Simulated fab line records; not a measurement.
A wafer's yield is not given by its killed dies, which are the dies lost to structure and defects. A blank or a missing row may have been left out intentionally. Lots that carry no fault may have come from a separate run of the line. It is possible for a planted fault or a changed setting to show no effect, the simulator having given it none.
Struck lot and sound lot, side by side ; flow nand_harc ; 15 steps out of a route of 1159
Sound: these wafers, L503.1, L503.2, L503.4. Struck: wafer L515.2 (L515.1, L515.3, from the same lot, were not struck and are left out); the cause is given at the end.
Order at every step that has rows: each side's tool, ch and its chambers, its first start. Under that, the readings that differ: sound wafers ; struck wafers ; difference of the means ; sigmas: that difference in standard deviations of wafers without a fault.
alike: same words and numbers on both sides, and readings whose means sit less than 2 such deviations apart. not compared: any withheld reading, any reading some wafer has no value for, any bound like >300 that may hide the same value, and any number with overlapping values for which the record gives no deviation.
A row with sigmas, a row that says differs or no value, or rows on one side alone: a step with any of these is where the two part. Numbers that have no deviation but don't overlap get no sigmas and don't part them. A reading that every wafer of one side lacks parts them only if that side has two wafers or more.

first, 1 step without rows for these wafers: NHARC_A_ONON_D1_DEP_00 (target thk 1000 nm).
NHARC_A_ONON_D1_THK_MEAS_02: measures by ellipsometry.
  sound on film_metro-02 at day 7 20:58; struck on film_metro-02 at day 10 21:11
  alike: thk_nm
then, no rows for these wafers at 1 step: NHARC_A_ONON_D1_DEP_03 (target thk 1000 nm).
NHARC_A_ONON_D1_THK_MEAS_05: measures by ellipsometry.
  sound on film_metro-02 at day 7 21:33; struck on film_metro-01 at day 10 21:45
  alike: thk_nm
then, no rows for these wafers at 1 step: NHARC_A_ONON_D1_DEP_06 (target thk 1000 nm).
NHARC_A_ONON_D1_THK_MEAS_08: measures by ellipsometry.
  sound on film_metro-01 at day 7 22:07; struck on film_metro-01 at day 10 22:35
  alike: thk_nm
then, no rows for these wafers at 1 step: NHARC_A_ONON_D1_DEP_09 (target thk 1000 nm).
NHARC_A_ONON_D1_THK_MEAS_11: measures by ellipsometry.
  sound on film_metro-02 at day 7 22:41; struck on film_metro-02 at day 10 23:29
  alike: thk_nm
then, no rows for these wafers at 1 step: NHARC_A_ONON_D1_DEP_12 (target thk 1000 nm).
NHARC_A_ONON_D1_THK_MEAS_14: measures by ellipsometry.
  sound on film_metro-02 at day 7 23:15; struck on film_metro-01 at day 11 00:22
  alike: thk_nm
then, 1 step without rows for these wafers: NHARC_A_ONON_D1_ANNEAL_15 (time 3600 s).
NHARC_A_ONON_D1_DEP_16: target thk 1000 nm.
  sound on pecvd_onon-02 ch 0, day 8 09:16; struck on pecvd_onon-04 ch 0, day 11 17:10
  alike: n2o_flow_sccm
NHARC_A_ONON_D1_THK_MEAS_18: measures by ellipsometry.
  sound on film_metro-01 at day 8 09:46; struck on film_metro-02 at day 11 17:40
reading;sound;struck;difference;sigmas
thk_nm (nm);999 1000 999;1616;+617;+71
then, no rows for these wafers at 1 step: NHARC_A_ONON_D1_DEP_19 (target thk 1000 nm).
-- the record jumps here: 12 days lie between the struck wafers' starts before and after (it left off in module A_ONON_D1 and takes up again in module END, whose first step shown is number 1159 of the route) --
NHARC_END_SORT_01:
  here the record holds rows for the struck wafers (prober-02 ch 0, day 23 13:13) but none for the sound ones

## WHERE THEY PART
First at NHARC_A_ONON_D1_THK_MEAS_18; last, within this record, at NHARC_END_SORT_01.

WHY: the cause the simulator had injected
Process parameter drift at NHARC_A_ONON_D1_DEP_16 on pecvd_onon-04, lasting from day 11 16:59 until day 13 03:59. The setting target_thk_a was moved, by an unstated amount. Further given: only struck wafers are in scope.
